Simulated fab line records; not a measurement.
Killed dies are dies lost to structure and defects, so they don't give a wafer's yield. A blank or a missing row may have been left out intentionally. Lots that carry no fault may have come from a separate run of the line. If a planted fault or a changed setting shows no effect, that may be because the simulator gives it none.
What tool caused it?	flow nand_harc	6 lots, 18 wafers sampled, at 3 steps of a route of 1302

WHAT THE GAUGES READ, wafer by wafer
NHARC_A_BONDPAD_THK_MEAS_20: measures by xrf.
lot	measured	on	thk_nm (nm)
L160	day 23 17:12	film_metro-02	169.0 168.5 168.2
L162	day 24 11:53	film_metro-02	167.6 169.7 167.9
L165	day 24 23:13	film_metro-02	170.5 169.1 169.9
L167	day 26 19:17	film_metro-01	170.9 168.6 169.7
L172	day 28 02:04	film_metro-02	168.8 169.7 170.6
L177	day 31 06:00	film_metro-01	170.8 173.1 168.7

EACH LOT AND THE TOOL THAT RAN IT (in order: tool; ch and the chambers of the sampled wafers; start)
lot	NHARC_A_CONTACT_ETCH_91	NHARC_A_BONDPAD_PRE_CLEAN_26
L160	rie_diel-11 ch 0,1,2, day 22 15:07	pvd_sputter-02, day 23 17:12 or earlier
L162	rie_diel-11 ch 1,2,3, day 23 08:10	pvd_sputter-01, day 24 11:53 or earlier
L165	rie_diel-11 ch 0,1,3, day 23 21:49	pvd_sputter-02, day 24 23:13 or earlier
L167	rie_diel-11 ch 1,2,3, day 25 18:00	pvd_sputter-01, day 26 19:17 or earlier
L172	rie_diel-11 ch 0,1,2, day 26 22:28	pvd_sputter-02, day 28 02:04 or earlier
L177	rie_diel-02 ch 1,2,3, day 30 01:36	pvd_sputter-02, day 31 06:00 or earlier
- NHARC_A_CONTACT_ETCH_91: etches the open film in CH3F/O2, target depth 40 nm, time 85.7 s.
- NHARC_A_BONDPAD_PRE_CLEAN_26: time 30 s.

THE ANSWER, worked out from the rows above alone
Rule: the usual values come from the lots themselves. Put in order of their means at a reading, lots are off if they are a third of the lots or fewer, leave a main group of 4 or more, and stand apart from it by a gap of 3 or more times the standard deviation of the main group's means; of several such gaps the widest counts. The tables above print the reading to a certain number of digits; a main group whose means all agree to those digits is not used. A lot without any number at a reading at which 4 lots or more have one is off too. Any other lot the step has rows for is counted as sound.
Nothing can be told from this: no lot is off at any reading shown.

WHAT THE SIMULATOR PUT IN
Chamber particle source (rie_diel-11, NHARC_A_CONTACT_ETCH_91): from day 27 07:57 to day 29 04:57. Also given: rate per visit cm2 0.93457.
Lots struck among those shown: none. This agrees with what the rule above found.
